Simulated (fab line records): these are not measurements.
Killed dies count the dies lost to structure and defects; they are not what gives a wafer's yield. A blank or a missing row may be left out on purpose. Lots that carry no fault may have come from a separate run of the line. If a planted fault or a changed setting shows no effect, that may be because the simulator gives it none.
Which tool is to blame?	flow n5_finfet	12 lots, 36 wafers sampled, at 2 steps of a route of 1938

== WHAT EACH GAUGE READ, for each wafer ==
N5_BEOL_M12_OCD_MEAS_35.
lot	measured	on	trench_depth_nm (nm)
L075	day 11 12:18	ocd-01	324 314 324
L077	day 12 02:23	ocd-01	318 317 321
L080	day 13 01:11	ocd-02	317 319 319
L079	day 13 02:44	ocd-01	317 317 319
L081	day 13 10:02	ocd-02	321 320 321
L084	day 13 19:09	ocd-02	318 323 320
L088	day 14 03:33	ocd-01	323 318 323
L089	day 14 19:53	ocd-01	325 314 316
L093	day 15 20:16	ocd-01	314 317 322
L092	day 16 01:50	ocd-01	317 324 322
L095	day 17 02:28	ocd-01	321 327 321
L097	day 17 14:29	ocd-02	324 325 317

== WHAT TOOL EACH LOT RAN ON (gives the tool, then ch and the chambers of the sampled wafers, and finally the start) ==
lot	N5_BEOL_M12_ETCH_67
L075	rie_diel-05 ch 2,3, day 11 11:49
L077	rie_diel-06 ch 0,2, day 12 01:54
L080	rie_diel-01 ch 1,2,3, day 13 00:43
L079	rie_diel-01 ch 0,1,3, day 13 02:15
L081	rie_diel-01 ch 0,3, day 13 09:32
L084	rie_diel-06 ch 0,1,2, day 13 18:40
L088	rie_diel-01 ch 2,3, day 14 03:04
L089	rie_diel-05 ch 0,1,2, day 14 19:28
L093	rie_diel-05 ch 0,1,3, day 15 19:46
L092	rie_diel-05 ch 0,3, day 16 01:22
L095	rie_diel-06 ch 0,3, day 17 01:58
L097	rie_diel-06 ch 0,2,3, day 17 14:01
- N5_BEOL_M12_ETCH_67: etches SiARC in CF4, target depth 143 nm, time 238.3 s.

== THE ANSWER, worked out from the rows above alone ==
Rule: the usual values come from the lots themselves. Put in order of their means at a reading, lots are off if they are a third of the lots or fewer, leave a main group of 4 or more, and stand apart from it by a gap of 3 or more times the standard deviation of the main group's means; of several such gaps the widest counts. If all means in a main group match to the digits the tables above print for the reading, that group is not used. Also off: a lot with no number at a reading for which 4 or more lots have one. All remaining lots with rows at the step are treated as sound.
Nothing can be told from this: no lot is off at any reading shown.

== WHAT HAD BEEN PUT IN BY THE SIMULATOR ==
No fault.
